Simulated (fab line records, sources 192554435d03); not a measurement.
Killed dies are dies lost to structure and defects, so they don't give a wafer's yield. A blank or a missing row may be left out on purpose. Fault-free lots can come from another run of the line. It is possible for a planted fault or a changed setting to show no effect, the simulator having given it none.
A struck lot beside a sound one || flow n5 finfet || 33 steps out of a route of 1938
Sound: these wafers, L168.1, L168.2, L168.5. Struck: wafer L173.2. (L173.1, L173.4 of the same lot were not struck and are left out.) The cause comes at the end.
Order at every step that has rows: each side's tool, ch and its chambers, its first start. Under that, the readings that differ: sound wafers || struck wafers || difference of the means || sigmas: that difference in standard deviations of wafers without a fault.
alike: readings with means less than 2 such deviations apart, plus words and numbers identical on both sides. not compared: withheld readings, readings lacking a value on some wafer, bounds such as >300 that could conceal the same value, and numbers that have no deviation in the record and whose values overlap.
Wherever a step has rows on one side only, a row that says differs or no value, or a row with sigmas, the two part there. Numbers that have no deviation but don't overlap get no sigmas and don't part them. Lack of a reading on every wafer of one side parts them only where that side has two or more wafers.

first, 9 steps without rows for these wafers: N5_SD_EPI_P_DEVELOP_08 (develop time 30 s); N5_SD_EPI_P_DESCUM_14 (chemistry O2, time 7.9 s); N5_SD_EPI_P_ETCH_36 (etches SiARC in CF4, target depth 45.5 nm, time 75.8 s); N5_SD_EPI_P_ETCH_37 (etches SOC in N2/H2, overetch 108 nm, time 486 s); N5_SD_EPI_P_STRIP_38 (strips in N2/H2); N5_SD_EPI_P_ETCHBACK_46 (etches SiNx in CH3F/O2, stops on SiO2, target depth 17.5 nm); N5_SD_EPI_P_ETCH_47 (etches SiOCN in CH3F/O2, target depth 25 nm); N5_SD_EPI_P_ETCH_16 (etches SiO2 in CHF3/O2, target depth 5 nm); N5_SD_EPI_P_STRIP_50 (strips in CHF3/O2).
N5_SD_EPI_P_SD_RECESS_17: chemistry HBr/Cl2/O2, target depth 39.1 nm, bt time 3 s.
  sound on rie si-02 ch 0,1, day 4 08:14; struck on rie si-02 ch 0, day 5 15:21
{"reading": "model.etch.depth nm (nm)", "sound": "39.15 38.75 39.59", "struck": 35.67, "difference": -3.49, "sigmas": ""}
{"reading": "model.SD_EPI_P.feature depth nm (nm)", "sound": "39.2 38.8 39.6", "struck": 35.6, "difference": -3.6, "sigmas": ""}
  alike: bias w, drypump motor current A, oes product au, throttle valve pct
  not compared: rf hours counter h
then, 22 steps without rows for these wafers: N5_SD_EPI_P_WET_ETCH_45 (etches SiO2 in dHF, time 10.7 s, target depth 2 nm, rinse time 30 s); N5_SD_EPI_P_STRIP_40 (strips in N2/H2); N5_SD_EPI_P_PRECLEAN_52 (cleans in O3/DIW, time 60 s); N5_SD_EPI_P_SRD_20 (time 30 s); N5_SD_EPI_P_PRECLEAN_51 (cleans in NF3:NH3, afs cycles 1, time 20 s, sublimation time 60 s); N5_SD_EPI_P_VAPOR_ETCH_44 (etches SiGe30 in NF3/Ar, time 3.3 s); N5_SD_EPI_P_EPI_21 (deposits SiGe:B, time 355 s); N5_SD_EPI_P_HM_STRIP_48 (strips SiNx in H3PO4, material SiNx, target depth 3 nm); N5_SD_EPI_P_SRD_49 (time 30 s); N5_SD_EPI_P_PRECLEAN_24 (cleans in O3/DIW, time 45 s); N5_SD_EPI_P_PRECLEAN_32 (cleans in dHF, time 10 s); N5_SD_EPI_P_PRECLEAN_33 (cleans in SC2, time 45 s); N5_SD_EPI_P_SRD_25 (time 30 s); N5_SD_ACTIVATION_RTA_00 (time 0 s); N5_SD_ACTIVATION_LSA_01 (time 0.0008 s); N5_ILD0_LINER_00 (material SiNx, target thk 4 nm, pulse time 1 s, purge time 2 s); N5_ILD0_FCVD_FILL_01 (material SiO2 flowable, target thk 200 nm, time 328.3 s); N5_ILD0_CURE_02 (time 1800 s); N5_ILD0_CMP_03 (polishes, stops on SiNx, t overpolish 1.9 s, target thk 197.38 nm); N5_ILD0_CMP_07 (polishes SiO2 flowable, stops on poly-Si, t overpolish 1.18 s, target thk 138.88 nm); N5_ILD0_PRECLEAN_10 (cleans in NF3:NH3, afs cycles 5, time 20 s, sublimation time 60 s); N5_ILD0_ALD_15 (deposits SiNx, target thk 24 nm, pulse time 1 s, ald cycles 480).
-- the record jumps here: 5 days lie between the struck wafers' starts before and after (it left off in module ILD0 and takes up again in module BEOL_M4, whose first step shown is number 1111 of the route) --
N5_BEOL_M4_RC_MEAS_101:
  sound on prober-01 ch 0, day 9 19:33; struck on prober-01 ch 0, day 10 08:58
{"reading": "CJ_P", "sound": "6.06 5.95 5.62", "struck": 5.10, "difference": -0.78, "sigmas": -4}
{"reading": "ION_N (uA/um)", "sound": "670 647 667", "struck": 691, "difference": "+30", "sigmas": "+2"}
  alike: DIBL_N, DIBL_P, IOFF_N, IOFF_P, ION_P, SS_N, SS_P, VT_N, VT_P

WHERE THEY PART
Only at N5_BEOL_M4_RC_MEAS_101, within this record.

WHY: what the simulator had put in
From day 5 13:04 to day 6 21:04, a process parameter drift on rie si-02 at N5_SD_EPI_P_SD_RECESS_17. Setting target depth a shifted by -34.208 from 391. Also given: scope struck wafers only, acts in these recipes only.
